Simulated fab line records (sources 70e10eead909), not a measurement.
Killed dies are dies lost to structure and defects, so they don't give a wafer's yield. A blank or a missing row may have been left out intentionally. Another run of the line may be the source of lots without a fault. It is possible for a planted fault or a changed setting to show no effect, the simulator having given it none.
What tool caused it?    flow nand-harc    Sampling: 6 lots, 18 wafers, 4 of 1302 route steps

WHAT THE GAUGES SHOWED, per wafer
NHARC_END_SORT_01.
lot   measured      on         sort_bin_4_pct (%)
L524  day 25 01:04  prober-02  6.1 3.0 4.1
L530  day 26 20:01  prober-01  4.3 4.9 2.7
L533  day 29 01:23  prober-01  4.4 3.7 3.7
L534  day 29 03:43  prober-02  5.6
L535  day 29 17:14  prober-02  6.1 6.4 29.8

WHAT TOOL EACH LOT RAN ON (gives the tool, then ch and the chambers of the sampled wafers, and finally the start)
lot   NHARC_A_M0_ECD_22               NHARC_A_BONDPAD_PVD_27                   NHARC_THIN_TSV_ETCH_15
L524  ecd-cu-01 ch 0,1, day 23 12:45  pvd-sputter-02, day 24 05:26 or earlier  rie-si-05 ch 2,3, day 24 10:17
L527  ecd-cu-02 ch 0,1, day 24 20:27  pvd-sputter-03, day 25 16:02 or earlier  rie-si-03 ch 1,3, day 25 19:37
L530  ecd-cu-01 ch 0,1, day 25 03:18  pvd-sputter-03, day 26 00:01 or earlier  rie-si-05 ch 1,2,3, day 26 04:49
L533  ecd-cu-01 ch 0,1, day 27 09:26  pvd-sputter-01, day 28 07:22 or earlier  rie-si-05 ch 1,2,3, day 28 10:56
L534  ecd-cu-02 ch 0,1, day 27 12:45  pvd-sputter-01, day 28 07:23 or earlier  rie-si-03 ch 1,2,3, day 28 13:28
L535  ecd-cu-01 ch 0,1, day 28 05:02  pvd-sputter-01, day 28 23:37 or earlier  rie-si-03 ch 0,1,3, day 29 04:13
- NHARC_A_M0_ECD_22: material Cu, target thk 400 nm.
- NHARC_A_BONDPAD_PVD_27: deposits Cu, target thk 30 nm, time 20.49 s.
- NHARC_THIN_TSV_ETCH_15: target depth 3000 nm, bosch target overetch cycles 2, bosch etch step 2.8 s.

THE ANSWER, worked out from the rows above alone
Rule: the usual values come from the lots themselves. Put in order of their means at a reading, lots are off if they are a third of the lots or fewer, leave a main group of 4 or more, and stand apart from it by a gap of 3 or more times the standard deviation of the main group's means; of several such gaps the widest counts. If all means in a main group match to the digits the tables above print for the reading, that group is not used. A lot without any number at a reading at which 4 lots or more have one is off too. Any other lot the step has rows for is counted as sound.
Off: L535, at NHARC_END_SORT_01 (sort_bin_4_pct). Mean 4.5 % and standard deviation 0.68 in the main group. Neither off nor sound, because the step has no rows for them: L527.
If a tool, at a process step before that reading, ran all the lots that are off and no sound lot after the first of them, it fits. Gauges at NHARC_END_SORT_01: tried the same way as those tools. NHARC_A_BONDPAD_PVD_27 gives no start for some lots, so the hours and the order of its lots are those of NHARC_HYBRID_BOND_OVL_MEAS_05. Can't be told from this: 4 tools fit, ecd-cu-01 at NHARC_A_M0_ECD_22, pvd-sputter-01 at NHARC_A_BONDPAD_PVD_27, rie-si-03 at NHARC_THIN_TSV_ETCH_15, prober-02 at NHARC_END_SORT_01.

WHAT THE SIMULATOR HAD INSERTED
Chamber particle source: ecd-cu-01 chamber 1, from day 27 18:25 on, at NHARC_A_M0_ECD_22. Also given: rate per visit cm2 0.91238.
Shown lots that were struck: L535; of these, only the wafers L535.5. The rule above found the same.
